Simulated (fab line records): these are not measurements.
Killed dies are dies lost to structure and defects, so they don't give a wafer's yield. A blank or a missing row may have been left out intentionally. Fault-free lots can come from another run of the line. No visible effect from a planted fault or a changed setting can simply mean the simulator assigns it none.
Which tool was responsible? | flow n5-finfet | 8 lots, 24 wafers sampled, at 1 step of a route of 1938

WHAT EACH GAUGE READ, for each wafer
N5_BEOL_M4_RC_MEAS_101. Usual: DIBL_N 36.4 mV/V, standard deviation 2; DIBL_P 36.1 mV/V, standard deviation 2.5; IOFF_N 0.16 nA/um, standard deviation 0.037; IOFF_P 0.20 nA/um, standard deviation 0.038; ION_N 670 uA/um, standard deviation 13; ION_P 459 uA/um, standard deviation 8.3; SS_N 71.6 mV/dec, standard deviation 0.69; SS_P 73.3 mV/dec, standard deviation 0.72; VT_N 250 mV, standard deviation 3.4; VT_P -251 mV, standard deviation 3.1.
lot  | measured     | on        | DIBL_N (mV/V)  | DIBL_P (mV/V)  | IOFF_N (nA/um) | IOFF_P (nA/um) | ION_N (uA/um) | ION_P (uA/um) | SS_N (mV/dec)  | SS_P (mV/dec)  | VT_N (mV)   | VT_P (mV)      | flag
L682 | day 8 11:45  | prober-01 | 34.5 36.0 32.3 | 33.9 36.7 32.2 | 0.12 0.16 0.10 | 0.16 0.21 0.14 | 665 681 654   | 454 467 457   | 71.7 72.5 70.5 | 72.6 72.8 71.8 | 255 247 256 | -255 -249 -255 |
L683 | day 8 22:14  | prober-01 | 34.4 32.4 35.2 | 35.5 31.9 36.7 | 0.13 0.10 0.15 | 0.21 0.16 0.22 | 640 650 673   | 448 450 462   | 71.0 69.9 70.7 | 73.1 72.2 72.9 | 254 256 248 | -250 -253 -248 |
L686 | day 9 08:49  | prober-01 | 39.1 37.8 33.6 | 39.1 37.3 33.6 | 0.22 0.18 0.12 | 0.26 0.23 0.18 | 677 688 665   | 466 466 458   | 72.4 71.4 70.8 | 74.1 74.0 73.1 | 244 250 250 | -248 -249 -251 |
L687 | day 9 15:30  | prober-01 | 36.6 36.1 34.6 | 35.8 34.4 32.6 | 0.15 0.14 0.13 | 0.22 0.21 0.18 | 653 664 661   | 456 462 461   | 71.7 70.7 70.5 | 72.9 72.8 73.0 | 252 250 252 | -248 -249 -251 |
L688 | day 10 03:38 | prober-02 | 36.4 39.9 38.9 | 36.5 38.3 39.8 | 0.15 0.24 0.22 | 0.20 0.22 0.28 | 657 651 679   | 457 447 466   | 71.6 74.4 71.7 | 73.8 73.4 73.7 | 252 249 246 | -250 -252 -245 |
L689 | day 10 04:34 | prober-02 | 35.8 30.4 38.4 | 34.3 29.2 38.8 | 0.14 0.08 0.20 | 0.16 0.11 0.22 | 661 648 686   | 447 445 460   | 71.6 70.2 71.7 | 72.3 70.8 73.7 | 253 259 246 | -253 -259 -250 |
L690 | day 10 15:40 | prober-01 | 33.7 37.2 32.1 | 33.7 38.4 33.1 | 0.13 0.19 0.12 | 0.16 0.22 0.15 | 653 676 669   | 448 457 455   | 72.3 72.1 70.9 | 72.8 73.9 72.4 | 253 248 254 | -254 -250 -255 |
L697 | day 13 02:29 | prober-01 | 37.0 35.0 35.4 | 39.0 34.6 36.6 | 0.17 0.12 0.13 | 0.27 0.20 0.22 | 674 654 661   | 469 461 467   | 71.6 71.4 71.2 | 73.9 72.7 73.8 | 252 254 253 | -246 -250 -247 |

TOOL THAT RAN EACH LOT (tool first, then ch and the chambers of the sampled wafers, then the start)
The record holds no process step before these readings.

WHAT THE TOOLS THEMSELVES READ (means of the sampled wafers that have a number; where no wafer has one, the mark that the record gives instead)
The record holds no such reading with a usual standard deviation.

THE ANSWER, worked out from the rows above alone
Rule: lot off if the mean of its wafers having a number is beyond 3 standard deviations from the usual mean. Also off: a lot with no number at a reading for which 4 or more lots have one. Where the step has rows for the other lots, those lots are counted as sound. The gauges are gone through in route order, then the tools' own readings, and for those a lot's mean is taken as printed above. The first step at which some lot is off is used, and at that step the reading that is off furthest; a lot without a number counts as furthest.
Across all readings shown, no lot is off: no conclusion can be drawn from this.

WHAT THE SIMULATOR PUT IN
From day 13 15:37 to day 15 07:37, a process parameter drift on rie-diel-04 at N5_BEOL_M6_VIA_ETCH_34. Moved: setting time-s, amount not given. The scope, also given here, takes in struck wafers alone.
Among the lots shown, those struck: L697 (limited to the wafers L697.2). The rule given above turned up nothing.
